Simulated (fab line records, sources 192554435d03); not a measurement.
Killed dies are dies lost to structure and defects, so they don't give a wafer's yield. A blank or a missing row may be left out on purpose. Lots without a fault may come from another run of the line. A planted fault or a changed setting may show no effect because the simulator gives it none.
Which tool did it? | flow n5_finfet | 12 lots, 36 wafers sampled, at 2 steps of a route of 1938

WHAT THE GAUGES READ, wafer by wafer
N5_BEOL_M8_OVL_MEAS_12.
lot  | measured     | on         | M8_OVL (nm)
L075 | day 10 05:14 | overlay-01 | -0.2 -0.9 0.7
L077 | day 10 18:27 | overlay-02 | -1.4 -1.3 -1.0
L079 | day 11 07:44 | overlay-02 | -0.8 -1.7 -1.6
L081 | day 11 21:25 | overlay-02 | 1.2 -0.7 -0.6
L082 | day 12 03:56 | overlay-02 | -1.6 -0.1 -0.8
L085 | day 12 15:32 | overlay-02 | -1.3 -1.9 -0.5
L088 | day 13 12:37 | overlay-02 | 0.5 0.8 0.7
L089 | day 14 00:53 | overlay-02 | -1.2 -1.6 -0.9
L090 | day 14 04:15 | overlay-01 | -1.1 0.0 -1.4
L095 | day 15 06:42 | overlay-01 | 0.7 0.5 0.4
L093 | day 15 07:07 | overlay-01 | 0.3 0.8 -0.6
L097 | day 16 12:57 | overlay-02 | -0.5 -0.8 -1.1

WHICH TOOL RAN EACH LOT (tool, then ch and the chambers of the sampled wafers, then the start)
lot  | N5_BEOL_M7_SPUTTER_48
L075 | pvd_sputter-03, day 10 01:52
L077 | pvd_sputter-01, day 10 14:50
L079 | pvd_sputter-03, day 11 03:51
L081 | pvd_sputter-03, day 11 16:42
L082 | pvd_sputter-02, day 12 00:13
L085 | pvd_sputter-02, day 12 10:48
L088 | pvd_sputter-02, day 13 08:47
L089 | pvd_sputter-02, day 13 19:21
L090 | pvd_sputter-03, day 14 01:26
L095 | pvd_sputter-01, day 15 03:14
L093 | pvd_sputter-01, day 15 03:58
L097 | pvd_sputter-01, day 16 08:47
- N5_BEOL_M7_SPUTTER_48: material Cu, target thk 10 nm, time 1.667 s.

THE ANSWER, worked out from the rows above alone
Rule: what is usual is taken from the lots themselves. Put in order of their means at a reading, lots are off if they are a third of the lots or fewer, leave a main group of 4 or more, and stand apart from it by a gap of 3 or more times the standard deviation of the main group's means; of several such gaps the widest counts. A main group whose means are all the same, to the digits that the tables above print for the reading, isn't used. A lot without any number at a reading at which 4 lots or more have one is off too. The other lots that the step has rows for count as sound.
No lot is off at any reading shown: from this, nothing can be told.

WHAT THE SIMULATOR HAD PUT IN
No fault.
